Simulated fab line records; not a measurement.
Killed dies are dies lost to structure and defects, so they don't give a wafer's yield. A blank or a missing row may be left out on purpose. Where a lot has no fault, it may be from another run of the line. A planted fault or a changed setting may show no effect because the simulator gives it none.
Matching of chambers    flow n5 finfet    4 sister chambers for N5_BEOL_M15_VIA_ETCH_16 on rie diel-01
The step etches SiO2 in C4F8/O2/Ar, target depth 1792.2 nm. 14 wafers are shown with their chamber, then 7 later ones without.

## WAFERS, EACH WITH ITS CHAMBER
wafer   chamber  rf vpp V (V)  throttle valve pct (%)  drypump motor current A (A)
L076.2  1        2144          31.04                   5.8
L076.3  0        2276          31.17                   6.3
L076.6  0        2275          31.18                   6.4
L077.2  0        2277          31.20                   6.3
L077.3  3        2246          30.94                   5.8
L077.4  1        2145          31.04                   5.8
L082.1  3        2247          30.96                   5.9
L082.3  2        2233          30.63                   5.8
L082.6  0        2275          31.18                   6.4
L089.2  0        2275          31.23                   6.3
L089.3  2        2231          30.63                   5.8
L089.5  1        2144          31.08                   5.8
L090.1  1        2143          31.06                   5.8
L090.3  2        2233          30.64                   5.8

SIGNATURES (averages over the wafers above)
reading                  chamber 0  chamber 1  chamber 2  chamber 3  scatter within a chamber
rf vpp V                 2275.60    2144.00    2232.33    2246.50    0.915
throttle valve pct       31.1920    31.0550    30.6333    30.9500    0.0191
drypump motor current A  6.340      5.800      5.800      5.850      0.0412
Rule: for each reading, subtract the chamber's mean from the wafer's reading, divide by that reading's scatter and square the result; add these up over the readings and take the root, which gives the wafer's distance from the chamber. If the next closest chamber is less than 2 further off than the closest, the wafer can't be placed; otherwise it belongs to the closest. How the scatter is found: for the shown wafers, subtract from each reading the mean of its chamber, square and add these, divide the total by (wafers less chambers), then take the root.

## WAFERS WHOSE CHAMBER IS MISSING
wafer   rf vpp V (V)  throttle valve pct (%)  drypump motor current A (A)
L090.6  2244          30.97                   5.9
L093.1  2243          30.97                   5.8
L093.3  2274          31.23                   6.3
L093.5  2243          31.00                   5.8
L095.2  2233          30.64                   5.9
L095.4  2275          31.21                   6.3
L095.5  2275          31.23                   6.3

## EACH ONE'S CHAMBER
wafer   from the rows above  in truth
L090.6  3                    3
L093.1  3                    3
L093.3  0                    0
L093.5  3                    3
L095.2  2                    2
L095.4  0                    0
L095.5  0                    0
Correctly placed: 7 of 7. Number that these rows cannot place: 0. Placed wrongly: 0.
